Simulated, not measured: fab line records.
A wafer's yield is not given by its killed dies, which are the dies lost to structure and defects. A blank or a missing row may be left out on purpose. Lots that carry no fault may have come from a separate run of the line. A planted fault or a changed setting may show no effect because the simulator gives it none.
Which tool is to blame?	flow nandHarc	21 lots, 63 wafers sampled, at 6 steps of a route of 1159

## WHAT THE GAUGES SHOWED, per wafer
The record lacks any reading of a measuring or inspecting step that a usual standard deviation could be used to judge.

## EACH LOT AND THE TOOL THAT RAN IT (in order: tool; ch and the chambers of the sampled wafers; start)
lot	NHARC_A_STAIRCASE_HM_OPEN_463	NHARC_A_STAIRCASE_STRIP_316	NHARC_A_STAIRCASE_DEP_325	NHARC_A_STAIRCASE_ETCHBACK_422	NHARC_A_SGD_CUT_DESCUM_14	NHARC_A_SGD_CUT_ETCH_15
L074	rieDiel-07 ch 0,1,2, day 12 19:26 or earlier	rieDiel-07 ch 0,2,3, day 12 19:26 or earlier	pecvd-01 ch 0,1,2, day 12 19:26	rieDiel-01 ch 0,2,3, day 13 07:28	rieDiel-09 ch 0,2,3, day 13 10:26	rieDiel-09 ch 1,2,3, no start
L075	rieDiel-07 ch 0,1, day 13 17:45 or earlier	rieDiel-07 ch 0,3, day 13 17:45 or earlier	pecvd-04 ch 1,2, day 13 17:45	rieDiel-07 ch 0,1,3, day 14 09:17	rieDiel-03 ch 0,1,3, day 14 11:41	rieDiel-03 ch 0,2,3, no start
L077	rieDiel-11 ch 1,2,3, day 13 17:22 or earlier	rieDiel-11 ch 0,3, day 13 17:22 or earlier	pecvd-01 ch 0,1,2, day 13 17:22	rieDiel-07 ch 0,1,3, day 14 09:11	rieDiel-09 ch 2,3, day 14 11:30	rieDiel-09 ch 0,2,3, no start
L076	rieDiel-01 ch 1,2,3, day 13 17:10 or earlier	rieDiel-01 ch 0,1, day 13 17:10 or earlier	pecvd-04 ch 0,1, day 13 17:10	rieDiel-11 ch 0,2, day 14 10:24	rieDiel-09 ch 0,2,3, day 14 13:51	rieDiel-09 ch 1,3, no start
L080	rieDiel-07 ch 0,1,2, day 14 03:06 or earlier	rieDiel-07 ch 0,1,3, day 14 03:06 or earlier	pecvd-01 ch 0,1,2, day 14 03:06	rieDiel-07 ch 1,2, day 14 14:37	rieDiel-06 ch 0,2,3, day 14 16:59	rieDiel-06 ch 0,2,3, no start
L082	rieDiel-01 ch 0,2,3, day 15 06:26 or earlier	rieDiel-01 ch 1,3, day 15 06:26 or earlier	pecvd-04 ch 0,2, day 15 06:26	rieDiel-11 ch 2,3, day 15 18:37	rieDiel-03 ch 1,2,3, day 15 20:46	rieDiel-03 ch 0,3, no start
L081	rieDiel-11 ch 0,1, day 15 06:31 or earlier	rieDiel-11 ch 0,1,2, day 15 06:31 or earlier	pecvd-03 ch 0,2, day 15 06:31	rieDiel-01 ch 1,2,3, day 15 18:41	rieDiel-09 ch 1,2,3, day 15 21:04	rieDiel-09 ch 0,3, no start
L083	rieDiel-07 ch 0,1,2, day 15 16:39 or earlier	rieDiel-07 ch 0,1, day 15 16:39 or earlier	pecvd-01 ch 1,2, day 15 16:39	rieDiel-11 ch 0,1,2, day 16 06:31	rieDiel-09 ch 0,1,3, day 16 08:44	rieDiel-09 ch 1,3, no start
L084	rieDiel-11 ch 0,2,3, day 15 16:50 or earlier	rieDiel-11 ch 2,3, day 15 16:50 or earlier	pecvd-03 ch 0,1, day 15 16:50	rieDiel-11 ch 0,1,3, day 16 06:50	rieDiel-03 ch 1,2, day 16 08:56	rieDiel-03 ch 1,2,3, no start
L085	rieDiel-01 ch 0,1,2, day 15 23:17 or earlier	rieDiel-01 ch 0,1,3, day 15 23:17 or earlier	pecvd-04 ch 0,1,2, day 15 23:17	rieDiel-07 ch 0,1,2, day 16 11:56	rieDiel-06 ch 0,2, day 16 14:41	rieDiel-06 ch 0,3, no start
L086	rieDiel-07 ch 0,3, day 16 19:52 or earlier	rieDiel-07 ch 1,2,3, day 16 19:52 or earlier	pecvd-03 ch 1,2, day 16 19:52	rieDiel-11 ch 1,2,3, day 17 09:16	rieDiel-06 ch 0,2, day 17 11:32	rieDiel-06 ch 0,2, day 17 12:16
L087	rieDiel-11 ch 1,2,3, day 16 19:38 or earlier	rieDiel-11 ch 0,2,3, day 16 19:38 or earlier	pecvd-01 ch 0,2, day 16 19:38	rieDiel-07 ch 0,2,3, day 17 09:33	rieDiel-09 ch 0,1,3, day 17 13:21	rieDiel-09 ch 0,1,2, no start
L089	rieDiel-01 ch 0,1,2, day 17 02:05 or earlier	rieDiel-01 ch 1,3, day 17 02:05 or earlier	pecvd-01 ch 0,1,2, day 17 02:05	rieDiel-07 ch 1,3, day 17 13:40	rieDiel-06 ch 0,3, day 17 15:58	rieDiel-06 ch 0,2,3, no start
L088	rieDiel-07 ch 0,1,3, day 17 02:13 or earlier	rieDiel-07 ch 0,1,2, day 17 02:13 or earlier	pecvd-03 ch 0,1,2, day 17 02:13	rieDiel-07 ch 0,2,3, day 17 13:25	rieDiel-09 ch 0,3, day 17 15:39	rieDiel-09 ch 0,1,3, no start
L090	rieDiel-01 ch 0,1,2, day 17 20:26 or earlier	rieDiel-01 ch 0,2,3, day 17 20:26 or earlier	pecvd-01 ch 1,2, day 17 20:26	rieDiel-11 ch 0,1,2, day 18 10:41	rieDiel-09 ch 0,1,2, day 18 12:56	rieDiel-09 ch 0,1,3, no start
L091	rieDiel-07 ch 0,1,3, day 17 20:19 or earlier	rieDiel-07 ch 0,1,2, day 17 20:19 or earlier	pecvd-04 ch 0,2, day 17 20:19	rieDiel-01 ch 0,1,3, day 18 10:13	rieDiel-03 ch 1,2,3, day 18 12:33	rieDiel-03 ch 0,2,3, no start
L093	rieDiel-07 ch 2,3, day 18 05:08 or earlier	rieDiel-07 ch 1,2,3, day 18 05:08 or earlier	pecvd-01 ch 1,2, day 18 05:08	rieDiel-01 ch 1,2, day 18 19:36	rieDiel-09 ch 0,2, day 18 21:50	rieDiel-09 ch 0,1,2, no start
L094	rieDiel-07 ch 0,1,2, day 18 09:29 or earlier	rieDiel-07 ch 0,1,2, day 18 09:29 or earlier	pecvd-01 ch 0,1,2, day 18 09:29	rieDiel-01 ch 0,1,3, day 18 21:28	rieDiel-03 ch 0,2, day 18 23:56	rieDiel-03 ch 1,2, no start
L095	rieDiel-01 ch 0,3, day 18 09:28 or earlier	rieDiel-01 ch 1,2, day 18 09:28 or earlier	pecvd-04 ch 0,2, day 18 09:28	rieDiel-07 ch 0,1,3, day 18 19:44	rieDiel-03 ch 2,3, day 18 22:19	rieDiel-03 ch 0,1,3, no start
L096	rieDiel-07 ch 0,1, day 18 09:25 or earlier	rieDiel-07 ch 0,2, day 18 09:25 or earlier	pecvd-03 ch 0,2, day 18 09:25	rieDiel-07 ch 0,1,3, day 18 20:19	rieDiel-06 ch 0,2,3, day 18 22:55	rieDiel-06 ch 0,2,3, no start
L097	rieDiel-07 ch 0,1,3, day 18 09:50 or earlier	rieDiel-07 ch 0,2,3, day 18 09:50 or earlier	pecvd-04 ch 0,1,2, day 18 09:50	rieDiel-01 ch 1,2,3, day 18 21:20	rieDiel-06 ch 2,3, day 18 23:47	rieDiel-06 ch 0,2, no start
- NHARC_A_STAIRCASE_HM_OPEN_463: chemistry O2/COS.
- NHARC_A_STAIRCASE_STRIP_316: strips in O2.
- NHARC_A_STAIRCASE_DEP_325: deposits SiO2, target thk 3800 nm.
- NHARC_A_STAIRCASE_ETCHBACK_422: etches the open film in CH3F/O2, target depth 40 nm, time 74.286 s.
- NHARC_A_SGD_CUT_DESCUM_14: chemistry O2, time 3 s.
- NHARC_A_SGD_CUT_ETCH_15: etches the open film in CH3F/O2, target depth 75 nm, time 64.3 s.

## WHAT THE TOOLS THEMSELVES READ (means of the sampled wafers that have a number; where no wafer has one, the mark that the record gives instead)
NHARC_A_STAIRCASE_HM_OPEN_463. Usual: cosFlowSccm 19.99 sccm, standard deviation 0.066; drypumpMotorCurrentA 5.8 A, standard deviation 0.62; oesProductAu 1.003 a.u., standard deviation 0.013; rfVppV 466 V, standard deviation 3.2; showerheadPlenumPTorr 3.08 Torr, standard deviation 0.14; throttleValvePct 28.331 %, standard deviation 0.009.
lot	tool	cosFlowSccm (sccm)	drypumpMotorCurrentA (A)	oesProductAu (a.u.)	rfVppV (V)	showerheadPlenumPTorr (Torr)	throttleValvePct (%)	flag
L074	rieDiel-07	20.00	6.1	1.003	467	3.08	28.323	
L075	rieDiel-07	19.97	6.0	1.013	466	3.12	28.330	
L077	rieDiel-11	20.00	5.2	0.999	464	2.98	28.330	
L076	rieDiel-01	20.00	5.3	1.019	465	3.07	28.340	
L080	rieDiel-07	20.02	6.2	1.001	465	3.07	28.325	
L082	rieDiel-01	19.99	5.7	1.010	464	2.98	28.325	
L081	rieDiel-11	19.99	5.7	0.989	466	3.11	28.341	
L083	rieDiel-07	20.00	6.1	1.014	467	3.07	28.332	
L084	rieDiel-11	19.95	5.6	0.997	466	3.05	28.328	
L085	rieDiel-01	20.02	5.8	1.007	465	3.04	28.331	
L086	rieDiel-07	19.97	5.4	0.997	469	3.19	28.328	
L087	rieDiel-11	19.97	5.2	1.003	464	2.97	28.336	
L089	rieDiel-01	20.03	5.8	1.003	466	3.03	28.328	
L088	rieDiel-07	20.01	5.7	1.004	467	3.15	28.336	
L090	rieDiel-01	19.97	5.8	1.010	465	3.03	28.321	
L091	rieDiel-07	20.06	5.7	1.003	467	3.14	28.327	
L093	rieDiel-07	20.00	6.3	0.984	469	3.15	28.328	
L094	rieDiel-07	19.94	6.2	1.004	466	3.05	28.334	
L095	rieDiel-01	19.98	6.0	1.001	462	2.95	28.334	
L096	rieDiel-07	19.97	6.0	1.003	467	3.10	28.334	
L097	rieDiel-07	20.01	5.7	1.008	467	3.14	28.341	

NHARC_A_STAIRCASE_STRIP_316. Usual: drypumpMotorCurrentA 5.7 A, standard deviation 0.61; oesProductAu 1.004 a.u., standard deviation 0.013; rfVppV 57.6 V, standard deviation 0.92; showerheadPlenumPTorr 3.48 Torr, standard deviation 0.16; throttleValvePct 17.037 %, standard deviation 0.0092.
lot	tool	drypumpMotorCurrentA (A)	oesProductAu (a.u.)	rfVppV (V)	showerheadPlenumPTorr (Torr)	throttleValvePct (%)	flag
L074	rieDiel-07	5.8	1.005	58.1	3.52	17.039	
L075	rieDiel-07	5.4	1.001	57.9	3.61	17.040	
L077	rieDiel-11	5.7	0.994	56.8	3.45	17.029	
L076	rieDiel-01	5.7	1.016	57.0	3.51	17.037	
L080	rieDiel-07	5.7	1.010	57.5	3.57	17.035	
L082	rieDiel-01	5.1	1.015	57.6	3.53	17.036	
L081	rieDiel-11	5.4	0.999	58.2	3.44	17.040	
L083	rieDiel-07	6.1	1.004	57.3	3.52	17.040	
L084	rieDiel-11	5.3	1.013	58.1	3.37	17.032	
L085	rieDiel-01	5.6	1.001	58.3	3.44	17.035	
L086	rieDiel-07	6.2	0.984	58.0	3.62	17.032	
L087	rieDiel-11	5.5	0.994	57.2	3.44	17.032	
L089	rieDiel-01	5.0	0.999	57.4	3.46	17.037	
L088	rieDiel-07	6.1	0.997	57.8	3.46	17.036	
L090	rieDiel-01	5.7	1.007	56.8	3.36	17.042	
L091	rieDiel-07	6.2	1.005	57.7	3.45	17.039	
L093	rieDiel-07	6.1	0.988	57.8	3.61	17.040	
L094	rieDiel-07	6.2	0.999	57.9	3.45	17.036	
L095	rieDiel-01	5.6	1.009	57.3	3.45	17.038	
L096	rieDiel-07	5.8	1.011	57.2	3.34	17.037	
L097	rieDiel-07	5.8	1.005	57.2	3.50	17.039	

NHARC_A_STAIRCASE_DEP_325. Usual: heaterPowerW at 627 W, with a standard deviation of 94.
lot	tool	heaterPowerW (W)	flag
L074	pecvd-01	590	
L075	pecvd-04	647	
L077	pecvd-01	604	
L076	pecvd-04	760	
L080	pecvd-01	580	
L082	pecvd-04	604	
L081	pecvd-03	582	
L083	pecvd-01	587	
L084	pecvd-03	630	
L085	pecvd-04	719	
L086	pecvd-03	667	
L087	pecvd-01	598	
L089	pecvd-01	593	
L088	pecvd-03	608	
L090	pecvd-01	574	
L091	pecvd-04	665	
L093	pecvd-01	585	
L094	pecvd-01	572	
L095	pecvd-04	568	
L096	pecvd-03	617	
L097	pecvd-04	691	

NHARC_A_STAIRCASE_ETCHBACK_422. Usual: drypumpMotorCurrentA 5.7 A, standard deviation 0.61; oesProductAu 0.97 a.u., standard deviation 0.039; rfVppV 243.8 V, standard deviation 1.8; showerheadPlenumPTorr 2.42 Torr, standard deviation 0.11; throttleValvePct 20.663 %, standard deviation 0.009.
lot	tool	drypumpMotorCurrentA (A)	oesProductAu (a.u.)	rfVppV (V)	showerheadPlenumPTorr (Torr)	throttleValvePct (%)	flag
L074	rieDiel-01	5.7	0.93	243.6	2.35	20.666	
L075	rieDiel-07	5.7	1.01	243.7	2.48	20.660	
L077	rieDiel-07	5.7	0.93	244.3	2.49	20.663	
L076	rieDiel-11	5.7	0.98	244.8	2.46	20.653	
L080	rieDiel-07	6.5	0.99	244.6	2.49	20.667	
L082	rieDiel-11	5.3	0.93	242.8	2.34	20.659	
L081	rieDiel-01	5.3	0.99	243.9	2.41	20.666	
L083	rieDiel-11	5.4	0.92	244.1	2.39	20.663	
L084	rieDiel-11	5.5	1.00	243.0	2.38	20.656	
L085	rieDiel-07	6.2	1.00	243.9	2.41	20.655	
L086	rieDiel-11	5.2	1.00	243.0	2.33	20.664	
L087	rieDiel-07	5.8	0.93	243.3	2.44	20.667	
L089	rieDiel-07	6.1	1.01	245.0	2.55	20.669	
L088	rieDiel-07	5.8	0.93	243.7	2.43	20.665	
L090	rieDiel-11	5.4	1.00	242.5	2.38	20.662	
L091	rieDiel-01	5.6	0.93	242.8	2.38	20.660	
L093	rieDiel-01	5.4	0.93	244.2	2.44	20.662	
L094	rieDiel-01	5.6	0.92	243.3	2.38	20.661	
L095	rieDiel-07	5.7	1.00	245.5	2.60	20.661	
L096	rieDiel-07	5.7	1.01	246.9	2.60	20.663	
L097	rieDiel-01	5.3	0.92	243.3	2.40	20.674	

NHARC_A_SGD_CUT_DESCUM_14. Usual: drypumpMotorCurrentA 5.8 A, standard deviation 0.48; oesProductAu 1.005 a.u., standard deviation 0.011; rfVppV 57.6 V, standard deviation 0.96; showerheadPlenumPTorr 1.89 Torr, standard deviation 0.097; throttleValvePct 11.312 %, standard deviation 0.0094.
lot	tool	drypumpMotorCurrentA (A)	oesProductAu (a.u.)	rfVppV (V)	showerheadPlenumPTorr (Torr)	throttleValvePct (%)	flag
L074	rieDiel-09	5.7	0.997	58.0	1.83	11.310	
L075	rieDiel-03	5.9	1.023	57.1	1.83	11.319	
L077	rieDiel-09	6.0	1.008	56.0	1.81	11.313	
L076	rieDiel-09	5.8	1.000	58.2	1.83	11.316	
L080	rieDiel-06	5.9	1.006	57.8	2.03	11.309	
L082	rieDiel-03	5.8	1.014	56.4	1.83	11.307	
L081	rieDiel-09	5.5	1.001	57.5	1.83	11.310	
L083	rieDiel-09	5.8	1.000	58.0	1.83	11.312	
L084	rieDiel-03	5.7	1.012	57.6	1.83	11.310	
L085	rieDiel-06	5.7	1.000	58.9	2.03	11.320	
L086	rieDiel-06	5.7	1.000	58.1	2.03	11.315	
L087	rieDiel-09	5.8	1.003	58.0	1.83	11.319	
L089	rieDiel-06	5.7	1.006	59.0	2.01	11.320	
L088	rieDiel-09	6.0	0.995	57.6	1.83	11.313	
L090	rieDiel-09	5.3	1.001	57.0	1.84	11.308	
L091	rieDiel-03	5.8	1.001	57.3	1.83	11.311	
L093	rieDiel-09	5.5	1.008	56.8	1.83	11.316	
L094	rieDiel-03	5.8	1.002	57.9	1.92	11.312	
L095	rieDiel-03	5.7	1.004	57.5	1.87	11.310	
L096	rieDiel-06	5.9	1.004	57.8	2.03	11.310	
L097	rieDiel-06	6.1	1.005	58.4	2.05	11.310	

NHARC_A_SGD_CUT_ETCH_15. Usual: drypumpMotorCurrentA 5.7 A, standard deviation 0.47; oesProductAu 0.965 a.u., standard deviation 0.017; rfVppV 263.5 V, standard deviation 2; showerheadPlenumPTorr 2.43 Torr, standard deviation 0.12; throttleValvePct 20.663 %, standard deviation 0.0097.
lot	tool	drypumpMotorCurrentA (A)	oesProductAu (a.u.)	rfVppV (V)	showerheadPlenumPTorr (Torr)	throttleValvePct (%)	flag
L074	rieDiel-09	5.6	0.964	262.1	2.36	20.655	
L075	rieDiel-03	5.9	0.944	263.5	2.42	20.659	
L077	rieDiel-09	5.8	0.978	262.0	2.35	20.655	
L076	rieDiel-09	6.0	0.969	261.9	2.35	20.659	
L080	rieDiel-06	5.9	0.968	265.6	2.60	20.665	
L082	rieDiel-03	6.0	0.981	263.9	2.42	20.669	
L081	rieDiel-09	6.0	0.973	261.7	2.35	20.652	
L083	rieDiel-09	5.5	0.960	262.4	2.37	20.662	
L084	rieDiel-03	5.8	0.976	261.6	2.35	20.664	
L085	rieDiel-06	6.1	0.947	265.9	2.60	20.665	
L086	rieDiel-06	5.7	0.952	266.7	2.60	20.658	
L087	rieDiel-09	5.3	0.975	262.1	2.37	20.662	
L089	rieDiel-06	5.9	0.953	266.1	2.60	20.660	
L088	rieDiel-09	5.7	0.963	263.0	2.36	20.659	
L090	rieDiel-09	5.7	0.971	262.7	2.36	20.665	
L091	rieDiel-03	5.9	0.975	264.1	2.41	20.666	
L093	rieDiel-09	5.3	0.955	261.7	2.37	20.660	
L094	rieDiel-03	5.6	0.947	263.0	2.41	20.668	
L095	rieDiel-03	5.9	0.984	262.1	2.35	20.674	
L096	rieDiel-06	5.9	0.958	266.1	2.60	20.662	
L097	rieDiel-06	5.7	0.948	264.6	2.60	20.674	

## THE ANSWER, worked out from the rows above alone
Rule: a lot counts as off when the mean over its wafers that have a number is more than 3 standard deviations away from the usual mean. Also off: a lot with no number at a reading for which 4 or more lots have one. Any other lot the step has rows for is counted as sound. The gauges are gone through in route order, then the tools' own readings, and for those a lot's mean is taken as printed above. The first step at which some lot is off is used, and at that step the reading that is off furthest; a lot without a number counts as furthest.
None of the lots is off at any reading shown; this tells nothing.

## WHAT THE SIMULATOR HAD INSERTED
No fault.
